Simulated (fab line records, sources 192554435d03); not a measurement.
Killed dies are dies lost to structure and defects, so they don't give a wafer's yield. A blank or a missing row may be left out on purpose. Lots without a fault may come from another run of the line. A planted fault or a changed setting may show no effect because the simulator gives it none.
fab line records | flow n5_finfet
record lots=7 wafers=21
route steps=1938 shown ZERO_LAYER@4 WELL_APT@40 FIN_SAQP@147 DUMMY_GATE@220 SD_EPI_N@288 SD_EPI_P@323 SD_ACTIVATION@330 ILD0@338
start_h: hours from the record's first day to the start of the lot's first wafer shown | wait_h: hours since the lot's step before | " the same as in the row above | L1.1+2: a row that stands for several wafers | - no value, or no start given | * or withheld: withheld | < > ~ a bound
route shown NAME@n: a module of which the file shows steps, and the number in the route of the first | usual: mean/standard deviation of fault-free wafers | same: alike in all rows | chamber/n: place in a boat | sites: the reading at each site | _std_site: their standard deviation | _edge_site: outer sites' mean less inner sites' | radius_mm: how far each site lies from the wafer's centre | mask NAME#n: copy n | behind: the tool/chamber that last shaped the wafer | hold: why the lot was held/for how many hours/how that ended | device: the transistor (n, p or np) that didn't switch | end of line: the same wafers' tests at the end of the route | a step without rows: its recipe alone | killed: dies lost to structure and defects at the first sort, not the wafer's yield | map: a wafer's dies, x killed, . not, _ none there
set.NAME: the setting as run; set.NAME@STEP: as run at that earlier step | model.NAME: the simulator's own value behind a step, which no gauge read
lots whose settings were changed on purpose; a table a step, a row a wafer
## steps
# step N5_ZERO_LAYER_PECVD_02
# recipe material=SiO2 target_thk_a=100 temp_c=400 precursor=SiH4/N2O pressure_torr=0.75 rf_w=275 time_s=6
# columns lot.wafer tool chamber start_h wait_h set.time_s model.SiO2_of_ZERO_LAYER_PECVD_02.thk_nm
L075.3 pecvd-04 0 18.28 0.0 6 9.847
L075.5 " 1 " " 6 10.18
L075.6 " 2 " " 6 10.07
L077.1 pecvd-04 0 30.28 0.0 6 9.806
L077.2 " 2 " " 6 9.903
L077.6 " 0 " " 6.629 10.92
L080.1 pecvd-04 2 48.28 0.0 6 9.995
L080.3 " 1 " " 6 9.981
L080.6 " 2 " " 6 10.12
L083.1 pecvd-01 0 66.28 0.0 6 9.959
L083.3 " 2 " " 6 10.11
L083.6 " 2 " " 6 10.02
L090.3 pecvd-02 2 108.28 0.0 6 9.818
L090.5 " 1 " " 6 9.777
L090.6 " 0 " " 6.693 11.13
L091.2 pecvd-01 0 114.29 0.0 5.137 8.329
L091.5 " 1 " " 6 10.19
L091.6 " 0 " " 5.137 8.403
L095.2 pecvd-02 1 138.28 0.0 5.579 8.874
L095.3 " 0 " " 6 9.709
L095.6 " 2 " " 5.579 9.175
# step N5_ZERO_LAYER_EXPOSE_08
# recipe mask_id=ZERO na=0.55 source_shape=conventional sigma_outer=0.8 polarization=unpolarized defocus_nm=0 target_cd_nm=2000 dose_mj=16.2
# columns lot.wafer tool chamber start_h wait_h mask set.dose_mj
L075.3 krf_scanner-01 0 18.48 - ZERO#0 15.6
L075.5+6 " 0 " " ZERO#0 16.2
L077.1+2+6 krf_scanner-01 0 30.49 - ZERO#0 16.2
L080.1+3+6 krf_scanner-01 0 48.59 - ZERO#0 16.2
L083.1+3+6 krf_scanner-02 0 66.61 - ZERO#0 16.2
L090.3+6 krf_scanner-01 0 108.48 - ZERO#0 16.2
L090.5 " 0 " " ZERO#0 15.35
L091.2+5 krf_scanner-01 0 114.50 - ZERO#0 15.32
L091.6 " 0 " " ZERO#0 16.2
L095.2 krf_scanner-01 0 138.47 - ZERO#0 15.24
L095.3+6 " 0 " " ZERO#0 16.2
# step N5_ZERO_LAYER_PEB_09
# recipe peb_temp_c=withheld peb_time_s=*
# step N5_ZERO_LAYER_DEVELOP_10
# recipe develop_time_s=60 rinse_liquid=diw dry=air_spin dev_temp_c=21
# step N5_ZERO_LAYER_HARDBAKE_23
# recipe temp_c=130 time_s=120
# step N5_ZERO_LAYER_CD_MEAS_11
# recipe target_cd_nm=2000 landing_energy_ev=500 detector=se_inlens
# usual cd_nm=1999.3/2.5
# columns lot.wafer tool chamber start_h wait_h set.dose_mj@ZERO_LAYER_EXPOSE_08 cd_nm
L075.3 cd_sem-03 0 18.64 - 15.6 1991.1
L075.5 " 0 " " 16.2 2001.7
L075.6 " 0 " " 16.2 2000.0
L077.1 cd_sem-02 0 30.67 - 16.2 1996.6
L077.2 " 0 " " 16.2 1994.5
L077.6 " 0 " " 16.2 2001.4
L080.1 cd_sem-03 0 48.77 - 16.2 2003.4
L080.3 " 0 " " 16.2 1997.1
L080.6 " 0 " " 16.2 1998.4
L083.1 cd_sem-02 0 66.79 - 16.2 1998.8
L083.3 " 0 " " 16.2 1999.9
L083.6 " 0 " " 16.2 2003.0
L090.3 cd_sem-01 0 108.64 - 16.2 2001.3
L090.5 " 0 " " 15.35 1989.6
L090.6 " 0 " " 16.2 2005.4
L091.2 cd_sem-01 0 114.67 - 15.32 1989.6
L091.5 " 0 " " 15.32 1983.9
L091.6 " 0 " " 16.2 1997.1
L095.2 cd_sem-03 0 138.64 - 15.24 1986.0
L095.3 " 0 " " 16.2 2002.8
L095.6 " 0 " " 16.2 1999.9
# step N5_ZERO_LAYER_DESCUM_16
# recipe chemistry=O2 time_s=7.9 source_power_w=50 bias_power_w=20 pressure_mtorr=20 rf_frequency_hz=2.712e+07 temp_c=40 o2_flow_sccm=225
# columns lot.wafer tool chamber start_h wait_h set.dose_mj@ZERO_LAYER_EXPOSE_08 model.ZERO_LAYER.cd_nm
L075.3 rie_diel-06 1 18.68 0.0 15.6 1991
L075.5 " 0 " " 16.2 2002
L075.6 " 1 " " 16.2 2000
L077.1 rie_diel-06 0 32.13 1.5 16.2 1996
L077.2 " 3 " " 16.2 1995
L077.6 " 1 " " 16.2 2002
L080.1 rie_diel-06 1 48.80 0.0 16.2 -
L080.3 " 2 " " 16.2 1997
L080.6 " 3 " " 16.2 1999
L083.1 rie_diel-01 0 66.83 0.0 16.2 1999
L083.3 " 3 " " 16.2 2000
L083.6 " 3 " " 16.2 2003
L090.3 rie_diel-05 2 108.68 0.0 16.2 2002
L090.5 " 3 " " 15.35 1989
L090.6 " 0 " " 16.2 2005
L091.2 rie_diel-01 3 114.71 0.0 15.32 1990
L091.5 " 2 " " 15.32 1984
L091.6 " 1 " " 16.2 1997
L095.2 rie_diel-01 3 138.68 0.0 15.24 1986
L095.3 " 1 " " 16.2 2002
L095.6 " 3 " " 16.2 2000
# step N5_WELL_APT_PEB_23
# recipe peb_temp_c=130 peb_time_s=90
# columns lot.wafer tool chamber start_h wait_h set.peb_temp_c
L075.3+5 litho_track-03 0 20.85 0.0 130
L075.6 " 0 " " 126.8
L077.1+2+6 litho_track-04 0 34.20 0.1 130
L080.1 litho_track-04 0 50.90 0.1 131.3
L080.3+6 " 0 " " 130
L083.1+3+6 litho_track-03 0 68.84 0.1 130
L090.3+6 litho_track-02 0 110.62 0.0 132.3
L090.5 " 0 " " 130
L091.2+5+6 litho_track-03 0 116.75 0.0 130
L095.2+6 litho_track-02 0 140.70 0.0 126.3
L095.3 " 0 " " 130
# step N5_WELL_APT_DEVELOP_24
# recipe develop_time_s=45 rinse_liquid=surfactant_rinse dry=air_spin dev_temp_c=21
# step N5_WELL_APT_HARDBAKE_29
# recipe temp_c=130 time_s=120
# step N5_WELL_APT_CD_MEAS_25
# recipe target_cd_nm=200 landing_energy_ev=500 detector=se_inlens
# usual cd_nm=201.0/2.7
# columns lot.wafer tool chamber start_h wait_h set.peb_temp_c@WELL_APT_PEB_23 cd_nm
L075.3 cd_sem-03 0 20.97 - 130 202.0
L075.5 " 0 " " 130 202.9
L075.6 " 0 " " 126.8 182.2
L077.1 cd_sem-03 0 34.31 - 130 199.0
L077.2 " 0 " " 130 202.4
L077.6 " 0 " " 130 202.2
L080.1 cd_sem-02 0 51.01 - 131.3 206.4
L080.3 " 0 " " 130 202.3
L080.6 " 0 " " 130 201.8
L083.1 cd_sem-02 0 68.95 - 130 202.0
L083.3 " 0 " " 130 199.1
L083.6 " 0 " " 130 203.1
L090.3 cd_sem-03 0 110.73 - 132.3 211.4
L090.5 " 0 " " 130 198.4
L090.6 " 0 " " 132.3 210.1
L091.2 cd_sem-03 0 116.86 - 130 201.9
L091.5 " 0 " " 130 203.8
L091.6 " 0 " " 130 199.7
L095.2 cd_sem-02 0 140.82 - 126.3 179.1
L095.3 " 0 " " 130 199.7
L095.6 " 0 " " 126.3 173.9
# step N5_WELL_APT_DESCUM_30
# recipe chemistry=O2 time_s=7.9 source_power_w=50 bias_power_w=20 pressure_mtorr=20 rf_frequency_hz=2.712e+07 temp_c=40 o2_flow_sccm=225
# columns lot.wafer tool chamber start_h wait_h set.peb_temp_c@WELL_APT_PEB_23 model.WELL_APT.cd_nm
L075.3 rie_diel-02 1 21.05 0.0 130 201.8
L075.5 " 1 " " 130 202.8
L075.6 " 0 " " 126.8 181.7
L077.1 rie_diel-03 1 34.42 0.1 130 198.8
L077.2 " 0 " " 130 202.4
L077.6 " 2 " " 130 202.5
L080.1 rie_diel-04 0 51.10 0.0 131.3 206.8
L080.3 " 1 " " 130 202.9
L080.6 " 3 " " 130 201.8
L083.1 rie_diel-03 2 69.30 0.3 130 202.3
L083.3 " 1 " " 130 199.1
L083.6 " 3 " " 130 203
L090.3 rie_diel-03 0 110.83 0.0 132.3 211.7
L090.5 " 0 " " 130 198.7
L090.6 " 3 " " 132.3 209.6
L091.2 rie_diel-04 3 116.96 0.0 130 201.5
L091.5 " 2 " " 130 203.9
L091.6 " 3 " " 130 199.9
L095.2 rie_diel-03 2 140.91 0.0 126.3 179.1
L095.3 " 1 " " 130 199.5
L095.6 " 0 " " 126.3 174.2
# step N5_FIN_SAQP_FIN_ETCH_36
# recipe chemistry=HBr/Cl2/O2 target_depth_a=1200 mask_material=SiNx time_s=50.4 bias_w=102 pressure_mtorr=10 icp_w=800 HBr_flow_sccm=150 Cl2_flow_sccm=80 O2_flow_sccm=12
# columns lot.wafer tool chamber start_h wait_h set.icp_w model.etch.depth_nm model.FIN_SAQP.feature_depth_nm
L075.3 rie_si-03 3 32.07 0.0 902.5 125.6 125.6
L075.5 " 1 " " 800 116.2 116.2
L075.6 " 2 " " 800 121.8 121.8
L077.1 rie_si-01 0 44.72 0.0 800 117.5 117.6
L077.2 " 1 " " 713.4 111.3 111.4
L077.6 " 3 " " 713.4 109.1 109.2
L080.1 rie_si-01 2 62.47 0.0 800 119.8 119.8
L080.3 " 3 " " 800 117.7 117.6
L080.6 " 1 " " 800 118.4 118.4
L083.1 rie_si-01 3 80.96 0.0 800 116.2 116.2
L083.3 " 1 " " 800 115.4 115.4
L083.6 " 2 " " 800 119.9 120
L090.3 rie_si-03 1 123.24 0.0 800 115.5 115.6
L090.5 " 1 " " 800 116.6 116.6
L090.6 " 2 " " 800 119.9 120
L091.2 rie_si-03 0 128.78 0.0 800 121.3 121.4
L091.5 " 2 " " 682.1 112.3 112.4
L091.6 " 1 " " 682.1 107.3 107.2
L095.2 rie_si-03 2 152.48 0.0 800 120.7 120.6
L095.3 " 3 " " 800 118.7 118.6
L095.6 " 0 " " 666.1 111 111
# step N5_FIN_SAQP_PRECLEAN_38
# recipe chemistry=O3/DIW time_s=45 temp_c=22 o3_ppm=10
# step N5_FIN_SAQP_PRECLEAN_45
# recipe chemistry=dHF time_s=10 dilution=500:1 temp_c=25
# step N5_FIN_SAQP_SRD_39
# recipe dry=ipa_marangoni time_s=30 temp_c=23 rinse_liquid=diw
# step N5_FIN_SAQP_OCD_MEAS_76
# usual trench_depth_nm=119.7/2.7
# columns lot.wafer tool chamber start_h wait_h set.icp_w@FIN_SAQP_FIN_ETCH_36 trench_depth_nm
L075.3 ocd-01 - 32.29 0.0 902.5 125.3
L075.5 " - " " 800 116.7
L075.6 " - " " 800 121.7
L077.1 ocd-01 - 44.94 0.0 800 117.5
L077.2 " - " " 713.4 110.9
L077.6 " - " " 713.4 108.5
L080.1 ocd-01 - 62.69 0.0 800 119.6
L080.3 " - " " 800 117.8
L080.6 " - " " 800 118.2
L083.1 ocd-01 - 81.19 0.0 800 116.3
L083.3 " - " " 800 115.4
L083.6 " - " " 800 119.1
L090.3 ocd-02 - 123.47 0.0 800 115.2
L090.5 " - " " 800 117.0
L090.6 " - " " 800 120.1
L091.2 ocd-02 - 129.00 0.0 800 121.0
L091.5 " - " " 682.1 112.3
L091.6 " - " " 682.1 106.8
L095.2 ocd-01 - 152.70 0.0 800 120.6
L095.3 " - " " 800 118.2
L095.6 " - " " 666.1 111.0
# step N5_DUMMY_GATE_HM_DEP_06
# recipe material=SiNx target_thk_a=800 precursor=DCS/NH3 temp_c=700 pressure_mtorr=300 time_s=5141
# columns lot.wafer tool chamber start_h wait_h set.time_s model.SiNx_of_DUMMY_GATE_HM_DEP_06.thk_nm
L075.3 - - - 0.0 5356 83.4
L075.5+6 " - " " 5356 83.8
L077.1 - - - 5.9 5141 80.2
L077.2+6 " - " " 5141 81
L080.1 - - - 0.0 5141 80.6
L080.3 " - " " 5141 80.2
L080.6 " - " " 5141 80.8
L083.1+3 lpcvd-02 0/65,0/75 97.92 0.0 5141 80.2
L083.6 " 0/89 " " 5141 80.4
L090.3 - - - 0.0 5141 78.8
L090.5 " - " " 5141 79.6
L090.6 " - " " 5141 79
L091.2 - - - 0.0 4939 77.2
L091.5 " - " " 4939 77.6
L091.6 " - " " 4939 77
L095.2+6 - - - 0.0 5675 88.6
L095.3 " - " " 5675 87.6
# step N5_SD_EPI_N_EPI_21
# recipe material=Si:P dopant=P temp_c=680 pressure_torr=255 time_s=690
# columns lot.wafer tool chamber start_h wait_h set.epi_growth_time_s model.Si-P_of_SD_EPI_N_EPI_21.thk_nm
L075.3 epi_rpcvd-01 0 58.54 0.7 663.7 58
L075.5 " 0 " " 663.7 57.8
L075.6 " 0 " " 663.7 57.4
L077.1 epi_rpcvd-03 0 77.54 0.2 690 58.2
L077.2 " 0 " " 657.4 57.4
L077.6 " 0 79.41 1.9 690 58.8
L080.1 epi_rpcvd-04 0 88.51 0.2 729.3 60.4
L080.3 " 0 " " 690 59.2
L080.6 " 0 90.37 1.9 729.3 61.8
L083.1+3 epi_rpcvd-03 0 107.10 0.2 690 60.4
L083.6 " 0 108.97 1.9 690 59.8
L090.3 epi_rpcvd-03 0 149.33 0.7 690 59.6
L090.5 " 0 " " 690 59
L090.6 " 0 " " 690 59.2
L091.2+6 epi_rpcvd-03 0 154.73 0.4 690 59.2
L091.5 " 0 " " 690 59
L095.2 epi_rpcvd-03 0 176.84 0.5 644.3 56
L095.3+6 " 0 " " 690 58.4
# step N5_SD_EPI_N_PRECLEAN_24
# recipe chemistry=O3/DIW time_s=60 temp_c=22 o3_ppm=10
# step N5_SD_EPI_P_HM_STRIP_48
# recipe chemistry=H3PO4 temp_c=160 material=SiNx target=SiNx target_depth_a=30 overetch_fraction=0.3
# step N5_SD_EPI_P_SRD_49
# recipe dry=ipa_marangoni time_s=30 temp_c=23 rinse_liquid=diw
# step N5_SD_EPI_P_PRECLEAN_24
# recipe chemistry=O3/DIW time_s=45 temp_c=22 o3_ppm=10
# columns lot.wafer tool chamber start_h wait_h set.epi_growth_time_s@SD_EPI_N_EPI_21 model.Si-P_of_SD_EPI_N_EPI_21.thk_nm
L075.3 wet_bench-01 6 66.37 0.0 663.7 57.2
L075.5 " 7 " " 663.7 57
L075.6 " 4 " " 663.7 56.6
L077.1 wet_bench-02 5 85.44 0.0 690 57.4
L077.2 " 0 " " 657.4 56.6
L077.6 " 7 " " 690 58
L080.1 wet_bench-01 1 96.68 0.0 729.3 59.6
L080.3 " 0 " " 690 58.2
L080.6 " 2 " " 729.3 61
L083.1+3 wet_bench-05 4,1 114.85 0.0 690 59.6
L083.6 " 3 " " 690 59
L090.3 wet_bench-05 2 155.54 0.0 690 58.8
L090.5 " 7 " " 690 58.2
L090.6 " 3 " " 690 58.4
L091.2+6 wet_bench-01 3,2 161.05 0.0 690 58.4
L091.5 " 4 " " 690 58.2
L095.2 wet_bench-02 0 184.84 0.0 644.3 55.2
L095.3+6 " 4,6 " " 690 57.6
# step N5_SD_EPI_P_PRECLEAN_32
# recipe chemistry=dHF time_s=10 dilution=500:1 temp_c=25
# step N5_SD_EPI_P_PRECLEAN_33
# recipe chemistry=SC2 time_s=45 temp_c=35 mix=1:1:50
# step N5_SD_ACTIVATION_RTA_00
# recipe temp_c=975 time_s=0 ambient=N2 idle_temp_c=600 ramp_up_c_per_s=150 ramp_down_c_per_s=60 cool_to_c=600
# step N5_SD_ACTIVATION_LSA_01
# recipe temp_c=1080 time_s=0.0008 ambient=N2
# step N5_SD_ACTIVATION_RS_MEAS_03
# recipe thk_meas_gauge=four-point-probe
# usual RS_SD_N=21.91/0.25 RS_SD_P=56.0/1
# columns lot.wafer tool chamber start_h wait_h set.epi_growth_time_s@SD_EPI_N_EPI_21 RS_SD_N[ohm/sq] RS_SD_P[ohm/sq]
L075.3 film_metro-01 - 66.91 0.2 663.7 22.11 56.7
L075.5 " - " " 663.7 22.25 56.5
L075.6 " - " " 663.7 22.27 56.3
L077.1 film_metro-02 - 85.94 0.2 690 22.37 56.7
L077.2 " - " " 657.4 22.61 57.1
L077.6 " - " " 690 22.07 57.4
L080.1 film_metro-01 - 97.18 0.2 729.3 21.66 56.8
L080.3 " - " " 690 22.18 56.7
L080.6 " - " " 729.3 21.22 57.3
L083.1 film_metro-02 - 115.36 0.2 690 21.46 57.9
L083.3 " - " " 690 21.33 57.5
L083.6 " - " " 690 21.60 57.8
L090.3 film_metro-02 - 156.08 0.2 690 21.43 55.5
L090.5 " - " " 690 21.71 55.8
L090.6 " - " " 690 21.70 55.3
L091.2 film_metro-01 - 161.77 0.2 690 21.94 56.9
L091.5 " - " " 690 21.84 56.4
L091.6 " - " " 690 21.99 58.0
L095.2 film_metro-02 - 185.53 0.2 644.3 22.87 56.2
L095.3 " - " " 690 22.08 55.9
L095.6 " - " " 690 21.95 55.9
# step N5_ILD0_CMP_03
# recipe stop_on=SiNx t_overpolish_s=1.9 post_cmp_clean=alkaline_brush down_force_psi=4.1491 platen_rpm=51.796 pad_velocity_m_s=1.0306 target_thk_nm=197.38
# usual time_to_endpoint_s=71/3.9
# columns lot.wafer tool chamber start_h wait_h set.down_force_psi time_to_endpoint_s
L075.3 cmp-04 2 69.68 0.1 4.1491 72
L075.6 " 0 " " 3.387 92
L075.5 " 1 " " 3.387 90
L077.2 cmp-04 3 88.71 0.1 4.1491 77
L077.1 " 1 " " 4.1491 76
L077.6 " 2 " " 4.1491 76
L080.3 cmp-03 1 100.39 0.0 3.529 85
L080.1 " 0 " " 3.529 82
L080.6 " 2 " " 4.1491 72
L083.3 cmp-04 2 118.55 0.0 4.1491 75
L083.1 " 3 " " 4.1491 72
L083.6 " 3 " " 4.1491 75
L090.3 cmp-03 1 158.89 0.2 3.529 88
L090.6 " 2 " " 4.1491 73
L090.5 " 3 " " 3.529 87
L091.2 cmp-04 3 164.98 0.1 4.1491 67
L091.5 " 0 " " 4.784 58
L091.6 " 1 " " 4.784 58
L095.3 cmp-03 3 188.95 0.0 4.91 61
L095.2 " 2 " " 4.91 65
L095.6 " 0 " " 4.1491 67
## key
split step=N5_ZERO_LAYER_PECVD_02 setting=time_s stated=6 by=wafer
response step=N5_ZERO_LAYER_PECVD_02 reading=model.SiO2_of_ZERO_LAYER_PECVD_02.thk_nm change=+0.115 per=1% r=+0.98
split step=N5_ZERO_LAYER_EXPOSE_08 setting=dose_mj stated=16.2 by=wafer
response step=N5_ZERO_LAYER_CD_MEAS_11 reading=cd_nm change=+2.41 per=1% r=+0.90
response step=N5_ZERO_LAYER_DESCUM_16 reading=model.ZERO_LAYER.cd_nm change=+2.43 per=1% r=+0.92
split step=N5_WELL_APT_PEB_23 setting=peb_temp_c stated=130 by=wafer
response step=N5_WELL_APT_CD_MEAS_25 reading=cd_nm change=+7.78 per=1% r=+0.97
response step=N5_WELL_APT_DESCUM_30 reading=model.WELL_APT.cd_nm change=+7.72 per=1% r=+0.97
split step=N5_FIN_SAQP_FIN_ETCH_36 setting=icp_w stated=800 by=wafer
response step=N5_FIN_SAQP_FIN_ETCH_36 reading=model.etch.depth_nm change=+0.615 per=1% r=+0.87
response step=N5_FIN_SAQP_FIN_ETCH_36 reading=model.FIN_SAQP.feature_depth_nm change=+0.614 per=1% r=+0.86
response step=N5_FIN_SAQP_OCD_MEAS_76 reading=trench_depth_nm change=+0.606 per=1% r=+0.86
split step=N5_DUMMY_GATE_HM_DEP_06 setting=time_s stated=5141 by=lot
response step=N5_DUMMY_GATE_HM_DEP_06 reading=model.SiNx_of_DUMMY_GATE_HM_DEP_06.thk_nm change=+0.778 per=1% r=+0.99
split step=N5_SD_EPI_N_EPI_21 setting=epi_growth_time_s stated=690 by=wafer
response step=N5_SD_EPI_N_EPI_21 reading=model.Si-P_of_SD_EPI_N_EPI_21.thk_nm change=+0.324 per=1% r=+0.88
response step=N5_SD_EPI_P_PRECLEAN_24 reading=model.Si-P_of_SD_EPI_N_EPI_21.thk_nm change=+0.335 per=1% r=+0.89
response step=N5_SD_ACTIVATION_RS_MEAS_03 reading=RS_SD_N change=-0.119 per=1% r=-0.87
split step=N5_ILD0_CMP_03 setting=down_force_psi stated=4.1491 by=wafer
response step=N5_ILD0_CMP_03 reading=time_to_endpoint_s change=* per=1% r=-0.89
